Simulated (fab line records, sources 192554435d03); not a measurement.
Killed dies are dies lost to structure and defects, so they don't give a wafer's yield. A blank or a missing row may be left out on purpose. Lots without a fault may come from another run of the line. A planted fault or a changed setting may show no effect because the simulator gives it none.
A struck lot beside a sound one | flow n5_finfet | 16 steps out of a route of 1938
Sound: wafers L763.1, L763.2, L763.3. Struck: wafers L768.1, L768.2, L768.3. The cause comes at the end.
At each step with rows: each side's tool, then ch and its chambers, then its first start. Under that, the readings that differ: sound wafers | struck wafers | difference of the means | sigmas: that difference in standard deviations of wafers without a fault.
alike: readings whose means differ by less than 2 such deviations, and words and numbers that are the same on both sides. not compared: withheld readings, readings that some wafer has no value for, bounds like >300 that may hide the same value, and numbers for which the record gives no deviation and whose values overlap.
The two part at a step that has a row with sigmas, a row that says differs or no value, or rows on one side only. Numbers that don't overlap but have no deviation are shown without sigmas and don't part them. A reading that every wafer of one side lacks parts them only if that side has two wafers or more.

first, 10 steps without rows for these wafers: N5_BEOL_M2_DESCUM_33 (chemistry O2, time 7 s); N5_BEOL_M2_ETCH_77 (etches underlayer in N2/H2, target depth 6.5 nm, time 5.2 s); N5_BEOL_M2_ETCH_69 (etches SiARC in CF4, target depth 15.6 nm, time 26 s); N5_BEOL_M2_ALD_98 (deposits SiO2, target thk 2.5 nm, pulse time 1 s, co reactant pulse time 1 s); N5_BEOL_M2_ETCHBACK_99 (etches SiO2 in CHF3, target depth 5 nm, time 10.4 s); N5_BEOL_M2_ETCH_70 (etches SOC in N2/H2, target depth 80 nm, overetch 24 nm, time 130 s); N5_BEOL_M2_STRIP_71 (strips in N2/H2); N5_BEOL_M2_STRIP_78 (strips in N2/H2); N5_BEOL_M2_VIA_ETCH_34 (etches the open film in C4F6/O2, target depth 69.4 nm, time 65.9 s); N5_BEOL_M2_STRIP_83 (strips in C4F6/O2).
N5_BEOL_M2_STRIP_36: strips in N2/H2.
  sound on rie_diel-03 ch 0,2,3, day 9 21:14; struck on rie_diel-03 ch 1,2,3, day 11 02:46
  no value came back on the struck wafers for any of 9 readings (bias_power_w (W), chamber_pressure_mTorr (mTorr) and others); on the sound wafers bias_power_w (W) reads 6.944 7.007 6.971
  reading                                  | sound | struck      | difference | sigmas
  model.SOC_of_BEOL_M2_COAT_67.thk_nm (nm) | 0 0 0 | 52 51.4 52  | +52        |
  model.SiO2_of_BEOL_M2_ALD_98.thk_nm (nm) | 0 0 0 | 2.4 2.4 2.6 | +2.5       |
then, 1 step without rows for these wafers: N5_BEOL_M2_TRENCH_ETCH_37 (etches SiOC in C4F6/O2, target depth 55.555 nm, time 29.2 s).
N5_BEOL_M2_ETCH_41: etches SiCN in CH3F/O2, target depth 29.9 nm, time 52.5 s.
  sound on rie_diel-03 ch 0,2,3; struck on rie_diel-03 ch 1,2,3, day 11 02:50
  reading                                  | sound             | struck            | difference | sigmas
  mfc_ar_sccm (sccm)                       | 151.1 150.7 151.0 | 149.6 149.8 150.1 | -1.1       | -2
  model.SOC_of_BEOL_M2_COAT_67.thk_nm (nm) | 0 0 0             | 35.4 34.8 35.8    | +35.3      |
  alike: drypump_motor_current_A, oes_product_au, rf_vpp_V, showerhead_plenum_p_Torr, throttle_valve_pct
  not compared: rf_hours_counter_h
then, 1 step without rows for these wafers: N5_BEOL_M2_STRIP_97 (strips in N2/H2, time 10 s).
N5_BEOL_M4_RC_MEAS_101:
  the record has rows for the sound wafers here (prober-01 ch 0, day 11 21:09) and none for the struck ones
-- the record jumps here: 7 days lie between the struck wafers' starts before and after (it left off in module BEOL_M4 and takes up again in module PASSIVATION, whose first step shown is number 1936 of the route) --
N5_PASSIVATION_PROBE_49:
  sound on prober-01, day 16 03:09; struck on prober-01, day 17 16:41
  reading                  | sound | struck         | difference | sigmas
  defect_limited_yield (%) | 90.8  | 0 0 0          | -91        | -65
  killed_at_M0_to_M3       | 31    | 1102 1124 1082 | +1072      | +99 or more
  killed_dies              | 109   | 1180 1180 1180 | +1071      | +63
  killed_on_rim            | 13    | 152 152 152    | +139       | +38
  sort_bin_5_function (%)  | 5.1   | 96.5 96.8 95.8 | +91.3      | +93
  sort_n_pass              | 1071  | 0 0 0          | -1071      | -63
  sort_yield_pct (%)       | 90.8  | 0 0 0          | -91        | -65
  alike: killed_at_M4_up, killed_at_contacts, killed_at_front_end, killed_at_other, killed_open, killed_short, sort_bin_6_memory

WHERE THEY PART
First at N5_BEOL_M2_STRIP_36; last, within this record, at N5_PASSIVATION_PROBE_49.

WHY: what the simulator had put in
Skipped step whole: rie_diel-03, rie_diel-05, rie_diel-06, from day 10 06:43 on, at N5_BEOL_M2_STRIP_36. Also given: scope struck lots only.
